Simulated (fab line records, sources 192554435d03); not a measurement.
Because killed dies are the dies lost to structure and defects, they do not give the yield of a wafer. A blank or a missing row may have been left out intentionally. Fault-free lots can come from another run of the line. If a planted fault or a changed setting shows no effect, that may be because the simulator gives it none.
Chamber matching -- flow n5 finfet -- N5_BEOL_M12_ETCH_67 on rie diel-01 has 4 sister chambers
The step etches SiARC in CF4, target depth 143 nm, time 238.3 s. 7 wafers are shown with their chamber, then 8 later ones without.

WAFERS WITH THEIR CHAMBER
wafer,chamber,oes product au (a.u.),throttle valve pct (%)
L079.3,2,0.76,15.18
L083.4,2,0.76,15.18
L082.5,1,0.59,15.61
L084.2,1,0.58,15.64
L084.4,0,0.83,15.31
L084.5,3,0.66,15.40
L087.2,3,0.66,15.41

WAFERS WITH NO CHAMBER GIVEN
wafer,oes product au (a.u.),throttle valve pct (%)
L087.3,0.58,15.65
L087.5,0.58,15.66
L097.1,0.77,15.36
L097.2,0.71,15.27
L097.4,0.72,15.26
L095.2,0.70,15.29
L095.3,0.64,15.48
L095.5,0.75,15.37

THE CHAMBER EACH PASSED THROUGH
wafer,from the rows above,in truth
L087.3,1,1
L087.5,1,1
L097.1,can't be placed: 2 or 0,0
L097.2,2,2
L097.4,2,2
L095.2,3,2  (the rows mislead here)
L095.3,3,3
L095.5,2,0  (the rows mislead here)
Placed correctly: 5 of 8. Cannot be placed on the basis of these rows: 1; the candidates contain the true chamber in 1. Wrongly placed: 2.
How it was worked out, from the rows above alone: a wafer's distance from a chamber is the root of the sum, over the readings, of the square of ((its reading less the chamber's mean) divided by the reading's scatter). The wafer belongs to the nearest chamber; if the next one is less than 2 further off, it can't be placed. The mean given for a chamber averages the wafers shown for that chamber. How the scatter is found: for the shown wafers, subtract from each reading the mean of its chamber, square and add these, divide the total by (wafers less chambers), then take the root.
